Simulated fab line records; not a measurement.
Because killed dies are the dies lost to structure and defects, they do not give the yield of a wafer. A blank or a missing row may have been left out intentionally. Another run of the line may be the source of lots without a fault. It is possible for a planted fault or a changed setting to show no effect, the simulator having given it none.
Which tool did it? | flow n5_finfet | Sampling: 15 lots, 38 wafers, 5 of 1938 route steps

== WHAT THE GAUGES SHOWED, per wafer ==
N5_DUMMY_GATE_INSPECT_27: inspects for defects (brightfield).
lot  | measured    | on                | raw_defect_count
L224 | day 2 22:39 | defect_inspect-01 | 272 370 463
L225 | day 3 07:41 | defect_inspect-01 | 218 328 224
L226 | day 3 11:16 | defect_inspect-02 | 213 202 317
L227 | day 3 19:31 | defect_inspect-01 | 282 268
L228 | day 4 01:12 | defect_inspect-02 | 214 260 323
L229 | day 4 07:00 | defect_inspect-01 | 234 220 221
L230 | day 4 13:28 | defect_inspect-02 | 263 279
L231 | day 4 17:57 | defect_inspect-02 | 216 175
L232 | day 5 01:35 | defect_inspect-02 | 186 164
L234 | day 5 13:22 | defect_inspect-01 | 365 205 322
L235 | day 5 17:49 | defect_inspect-02 | 294 484
L236 | day 6 01:17 | defect_inspect-02 | 245 292 254
L241 | day 7 10:56 | defect_inspect-01 | 193 202 202
L245 | day 8 04:40 | defect_inspect-02 | 179 386
L246 | day 8 17:38 | defect_inspect-02 | 308 387

N5_SD_EPI_N_EPI_MEAS_23.
lot  | measured    | on            | thk_nm (nm)
L224 | day 3 03:37 | film_metro-01 | 58.2 59.3 59.1
L225 | day 3 13:30 | film_metro-02 | 59.1 59.2 59.4
L226 | day 3 15:45 | film_metro-01 | 59.0 59.7 58.9
L227 | day 4 00:41 | film_metro-02 | 59.3 57.5
L228 | day 4 06:32 | film_metro-01 | 60.9 59.7 60.7
L229 | day 4 12:27 | film_metro-01 | 57.2 57.2 61.3
L230 | day 4 18:36 | film_metro-02 | 58.7 57.0
L231 | day 4 22:38 | film_metro-02 | 58.7 59.3
L232 | day 5 07:02 | film_metro-01 | 59.1 58.8
L234 | day 5 19:21 | film_metro-01 | 57.2 58.0 59.3
L235 | day 6 00:36 | film_metro-02 | 59.7 57.5
L236 | day 6 05:50 | film_metro-01 | 58.8 60.5 58.0
L241 | day 7 15:25 | film_metro-02 | 15.5 58.4 17.1
L245 | day 8 10:19 | film_metro-02 | 16.9 14.7
L246 | day 8 22:52 | film_metro-01 | 16.5 58.7

== WHICH TOOL RAN EACH LOT (tool, then ch and the chambers of the sampled wafers, then the start) ==
lot  | N5_SPACER0_ALD_00                | N5_SD_EPI_N_PRECLEAN_48        | N5_SD_EPI_N_VAPOR_ETCH_50
L224 | ald_sin-03 ch 0,2,3, day 2 23:20 | epi_rpcvd-02 ch 0, day 3 01:22 | epi_rpcvd-02 ch 0, day 3 01:44
L225 | ald_sin-03 ch 0,3, day 3 09:19   | epi_rpcvd-01 ch 0, day 3 11:14 | epi_rpcvd-01 ch 0, day 3 11:35
L226 | ald_sin-01 ch 1,2,3, day 3 11:26 | epi_rpcvd-02 ch 0, day 3 13:37 | epi_rpcvd-02 ch 0, day 3 13:55
L227 | ald_sin-02 ch 0,3, day 3 19:53   | epi_rpcvd-01 ch 0, day 3 21:59 | epi_rpcvd-01 ch 0, day 3 22:19
L228 | ald_sin-03 ch 0,3, day 4 01:30   | epi_rpcvd-01 ch 0, day 4 03:37 | epi_rpcvd-01 ch 0, day 4 04:03
L229 | ald_sin-01 ch 0,1,3, day 4 08:17 | epi_rpcvd-01 ch 0, day 4 10:11 | epi_rpcvd-01 ch 0, day 4 10:33
L230 | ald_sin-03 ch 2,3, day 4 14:20   | epi_rpcvd-01 ch 0, day 4 16:25 | epi_rpcvd-01 ch 0, day 4 16:44
L231 | ald_sin-03 ch 2,3, day 4 18:28   | epi_rpcvd-02 ch 0, day 4 20:26 | epi_rpcvd-02 ch 0, day 4 20:46
L232 | ald_sin-03 ch 0,1, day 5 02:34   | epi_rpcvd-01 ch 0, day 5 04:47 | epi_rpcvd-01 ch 0, day 5 05:08
L234 | ald_sin-02 ch 0,1,3, day 5 15:03 | epi_rpcvd-03 ch 0, day 5 17:05 | epi_rpcvd-03 ch 0, day 5 17:27
L235 | ald_sin-02 ch 2,3, day 5 18:51   | epi_rpcvd-03 ch 0, day 5 21:37 | epi_rpcvd-03 ch 0, day 5 22:05
L236 | ald_sin-03 ch 1,3, day 6 01:39   | epi_rpcvd-03 ch 0, day 6 03:42 | epi_rpcvd-03 ch 0, day 6 04:00
L241 | ald_sin-01 ch 0,1,3, day 7 11:07 | epi_rpcvd-03 ch 0, day 7 13:09 | epi_rpcvd-03 ch 0, day 7 13:31
L245 | ald_sin-02 ch 0,1, day 8 06:08   | epi_rpcvd-03 ch 0, day 8 08:03 | epi_rpcvd-03 ch 0, day 8 08:25
L246 | ald_sin-01 ch 3, day 8 18:42     | epi_rpcvd-03 ch 0, day 8 20:37 | epi_rpcvd-03 ch 0, day 8 20:58
- N5_SPACER0_ALD_00: deposits SiOCN, target thk 3.5 nm, pulse time 3 s, purge time 2 s.
- N5_SD_EPI_N_PRECLEAN_48: cleans in NF3:NH3, afs cycles 2, time 20 s, sublimation time 60 s.
- N5_SD_EPI_N_VAPOR_ETCH_50: etches Si in HCl, time 54 s.

== WHAT THE TOOLS THEMSELVES READ (means of the sampled wafers that have a number; where no wafer has one, the mark that the record gives instead) ==
N5_SPACER0_ALD_00.
lot  | tool       | heater_power_outer_w (W) | heater_power_w (W) | precursor_pulse_height_rel | susceptor_temp_C (C)
L224 | ald_sin-03 | 489                      | 787                | 0.985                      | 400.07
L225 | ald_sin-03 | 466                      | 756                | 1.003                      | 400.04
L226 | ald_sin-01 | 530                      | 837                | 1.015                      | 399.95
L227 | ald_sin-02 | 481                      | 758                | 1.018                      | 399.73
L228 | ald_sin-03 | 476                      | 759                | 0.989                      | 400.05
L229 | ald_sin-01 | 513                      | 826                | 0.994                      | 399.93
L230 | ald_sin-03 | 484                      | 811                | 1.012                      | 400.07
L231 | ald_sin-03 | 490                      | 798                | 0.984                      | 400.20
L232 | ald_sin-03 | 485                      | 788                | 0.993                      | 399.91
L234 | ald_sin-02 | 490                      | 774                | 0.997                      | 400.26
L235 | ald_sin-02 | 494                      | 836                | 0.984                      | 400.34
L236 | ald_sin-03 | 479                      | 796                | 1.013                      | 400.00
L241 | ald_sin-01 | 518                      | 819                | 0.987                      | 400.20
L245 | ald_sin-02 | 518                      | 790                | 0.997                      | 400.18
L246 | ald_sin-01 | 528                      | 782                | 1.012                      | 400.32

N5_SD_EPI_N_PRECLEAN_48.
lot  | tool         | susceptor_temp_C (C)
L224 | epi_rpcvd-02 | 29.96
L225 | epi_rpcvd-01 | 29.96
L226 | epi_rpcvd-02 | 29.88
L227 | epi_rpcvd-01 | 30.05
L228 | epi_rpcvd-01 | 30.00
L229 | epi_rpcvd-01 | 29.95
L230 | epi_rpcvd-01 | 30.09
L231 | epi_rpcvd-02 | 30.03
L232 | epi_rpcvd-01 | 29.96
L234 | epi_rpcvd-03 | 30.01
L235 | epi_rpcvd-03 | 29.84
L236 | epi_rpcvd-03 | 30.13
L241 | epi_rpcvd-03 | 29.95
L245 | epi_rpcvd-03 | -
L246 | epi_rpcvd-03 | 30.08

N5_SD_EPI_N_VAPOR_ETCH_50.
lot  | tool         | susceptor_temp_C (C) | throttle_valve_pct (%)
L224 | epi_rpcvd-02 | 774.70               | 11.3
L225 | epi_rpcvd-01 | 774.82               | 12.0
L226 | epi_rpcvd-02 | 775.03               | 11.2
L227 | epi_rpcvd-01 | 774.83               | 11.8
L228 | epi_rpcvd-01 | 774.99               | 11.9
L229 | epi_rpcvd-01 | 775.00               | 11.9
L230 | epi_rpcvd-01 | 774.85               | 12.0
L231 | epi_rpcvd-02 | 774.95               | 11.2
L232 | epi_rpcvd-01 | 775.07               | 12.0
L234 | epi_rpcvd-03 | 774.99               | 12.1
L235 | epi_rpcvd-03 | 774.80               | 12.1
L236 | epi_rpcvd-03 | 774.96               | 12.2
L241 | epi_rpcvd-03 | 774.65               | 12.1
L245 | epi_rpcvd-03 | 774.96               | 12.1
L246 | epi_rpcvd-03 | 775.13               | 12.1

== THE ANSWER, worked out from the rows above alone ==
Rule: the lots themselves supply what counts as usual. Put in order of their means at a reading, lots are off if they are a third of the lots or fewer, leave a main group of 4 or more, and stand apart from it by a gap of 3 or more times the standard deviation of the main group's means; of several such gaps the widest counts. Not used: any main group whose means are identical at the precision the tables above print for the reading. A lot without any number at a reading at which 4 lots or more have one is off too. All remaining lots with rows at the step are treated as sound. After the gauges, taken in route order, come the tools' own readings; for these a lot's mean is taken, as printed above. At the first step where some lot is off, the reading lying furthest off is the one used; lots without a number count as furthest.
Off: L241, L245, L246 (N5_SD_EPI_N_EPI_MEAS_23, thk_nm). For the main group the mean is 58.9 nm and the standard deviation 0.62.
A tool fits if, at a process step before that reading, it ran every lot that is off, and no sound lot after the first of them. Those tools and the gauges at N5_SD_EPI_N_EPI_MEAS_23 are tried in the same way. One fits: epi_rpcvd-03 at N5_SD_EPI_N_PRECLEAN_48 and N5_SD_EPI_N_VAPOR_ETCH_50. At N5_SD_EPI_N_PRECLEAN_48 its last sound lot is L236 (day 6 03:42), its first lot that is off L241 (day 7 13:09): a fault that began between those two fits.

== WHAT THE SIMULATOR HAD PUT IN ==
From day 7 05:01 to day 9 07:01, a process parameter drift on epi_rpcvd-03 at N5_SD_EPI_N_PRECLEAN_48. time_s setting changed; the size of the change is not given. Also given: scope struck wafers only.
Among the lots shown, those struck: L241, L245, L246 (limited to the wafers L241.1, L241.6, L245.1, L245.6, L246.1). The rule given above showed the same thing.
